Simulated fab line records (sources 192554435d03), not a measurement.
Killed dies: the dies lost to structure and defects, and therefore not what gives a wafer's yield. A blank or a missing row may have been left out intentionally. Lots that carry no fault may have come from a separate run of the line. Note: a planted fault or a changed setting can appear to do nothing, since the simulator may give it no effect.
2 desks looking at one fault	flow n5-finfet	what lay behind the numbers comes last; until then each desk has only its own

== DESK OF THE TOOL OWNER: rie-si-06 ==
The tool's own readings at N5_BEOL_M0_SAQP_MANDREL_ETCH_20 (etches a-Si in HBr/Cl2, stops on SiNx, target depth 60 nm, bt time 10 s, time 30 s): means of the sampled wafers that have a number, for each lot that ran on this tool. The brackets show how far a lot's mean lies from the usual mean; more than 4 standard deviations puts the lot out of limits, marked OUT.
Columns: A = bias-w at N5_BEOL_M0_SAQP_MANDREL_ETCH_20, usual 75.03 W; B = drypump-motor-current-A at N5_BEOL_M0_SAQP_MANDREL_ETCH_20, usual 5.7 A; C = oes-product-au at N5_BEOL_M0_SAQP_MANDREL_ETCH_20, usual 0.772 a.u.; D = throttle-valve-pct at N5_BEOL_M0_SAQP_MANDREL_ETCH_20, usual 35.46 %
lot	first seen here	A	B	C	D
L333	day 5 12:10	75.11	5.7	0.776	35.71
L337	day 6 11:08	74.96	5.6	0.774	35.71
L339	day 7 00:01	75.02	5.8	0.776	35.50
L349	day 9 10:16	93.87 (+86) OUT	5.6	0.772	35.62
L353	day 10 20:56	94.10 (+87) OUT	5.8	0.770	35.60
This desk's finding: out of limits on L349, L353; first on L349, day 9 10:16 (bias-w at N5_BEOL_M0_SAQP_MANDREL_ETCH_20). L333, L337, L339: within limits.

== METROLOGY DESK ==
Means of the sampled wafers that have a number, per lot and without regard to the tool the lot ran on: this is what the gauges read. The brackets show how far a lot's mean lies from the usual mean; more than 4 standard deviations puts the lot out of limits, marked OUT. It has 10 readings; the 7 that lie furthest out on some lot are the ones shown.
Columns: A = DIBL_N at N5_BEOL_M4_RC_MEAS_101, usual 36.8 mV/V; B = DIBL_P at N5_BEOL_M4_RC_MEAS_101, usual 37.1 mV/V; C = IOFF_P at N5_BEOL_M4_RC_MEAS_101, usual 0.22 nA/um; D = ION_N at N5_BEOL_M4_RC_MEAS_101, usual 679 uA/um; E = ION_P at N5_BEOL_M4_RC_MEAS_101, usual 466 uA/um; F = VT_N at N5_BEOL_M4_RC_MEAS_101, usual 248.8 mV; G = VT_P at N5_BEOL_M4_RC_MEAS_101, usual -250 mV
lot	first seen here	A	B	C	D	E	F	G
L333	day 7 12:11	37.3	38.3	0.22	675	461	247.4	-251
L337	day 8 11:34	37.0	38.6	0.24	681	468	248.4	-249
L339	day 9 06:04	35.5	37.1	0.22	678	467	245.7	-248
L340	day 9 15:16	38.3	37.4	0.24	691	472	248.7	-246
L342	day 9 17:22	37.1	38.3	0.20	680	457	248.2	-255
L349	day 11 22:59	37.0	37.0	0.23	687	468	248.0	-248
L354	day 13 00:08	37.8	37.8	0.24	698	475	248.1	-249
L353	day 13 06:37	38.1	36.7	0.18	679	460	250.2	-256
L355	day 13 08:35	34.9	34.7	0.22	679	472	251.3	-248
This desk's finding: nothing out of limits on any of the 9 lots.

== BROUGHT TOGETHER ==
At day 9 10:16, on L349, L353, the tool owner's desk was in a position to raise an alarm.
Metrology desk: nothing out of limits seen.
The metrology desk has L349, L353 on record, within its limits.
N5_BEOL_M0_SAQP_MANDREL_ETCH_20 was run on rie-si-06 by each of the lots named.

== WHAT THE SIMULATOR PUT IN ==
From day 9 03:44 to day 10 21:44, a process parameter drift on rie-si-06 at N5_BEOL_M0_SAQP_MANDREL_ETCH_20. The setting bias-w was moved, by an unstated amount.
Struck lots among those shown: L349, L353.
Time in hours from fault onset to the first out-of-limits reading at each desk: the tool owner's desk, 7.
